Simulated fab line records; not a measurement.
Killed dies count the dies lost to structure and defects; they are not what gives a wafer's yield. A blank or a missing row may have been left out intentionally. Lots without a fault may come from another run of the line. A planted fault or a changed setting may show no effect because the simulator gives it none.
Which of the tools did it? | flow nand_harc | 17 wafers sampled from 6 lots at 1 step of a route of 1159

## WHAT THE GAUGES SHOWED, per wafer
NHARC_A_SLIT_OVL_MEAS_10.
lot  | measured     | on         | overlay_x_nm (nm)
L972 | day 14 21:53 | overlay-02 | 0.6 0.3 0.6
L976 | day 14 23:14 | overlay-01 | -0.9 -0.5 -0.6
L979 | day 16 02:04 | overlay-02 | 0.4 -0.5 -0.4
L982 | day 16 11:28 | overlay-01 | 1.6 1.4 1.6
L987 | day 18 05:39 | overlay-02 | -0.3 -0.4
L992 | day 19 02:00 | overlay-01 | -0.8 -0.7 -1.0

## EACH LOT AND THE TOOL THAT RAN IT (in order: tool; ch and the chambers of the sampled wafers; start)
The record shows no process step preceding these readings.

## THE ANSWER, worked out from the rows above alone
Rule: the lots themselves supply what counts as usual. Put in order of their means at a reading, lots are off if they are a third of the lots or fewer, leave a main group of 4 or more, and stand apart from it by a gap of 3 or more times the standard deviation of the main group's means; of several such gaps the widest counts. A main group is skipped when, at the precision printed for the reading in the tables above, its means are all equal. Also off: a lot with no number at a reading for which 4 or more lots have one. All remaining lots with rows at the step are treated as sound.
No lot is off at any reading shown: from this, nothing can be told.

## WHAT THE SIMULATOR HAD INSERTED
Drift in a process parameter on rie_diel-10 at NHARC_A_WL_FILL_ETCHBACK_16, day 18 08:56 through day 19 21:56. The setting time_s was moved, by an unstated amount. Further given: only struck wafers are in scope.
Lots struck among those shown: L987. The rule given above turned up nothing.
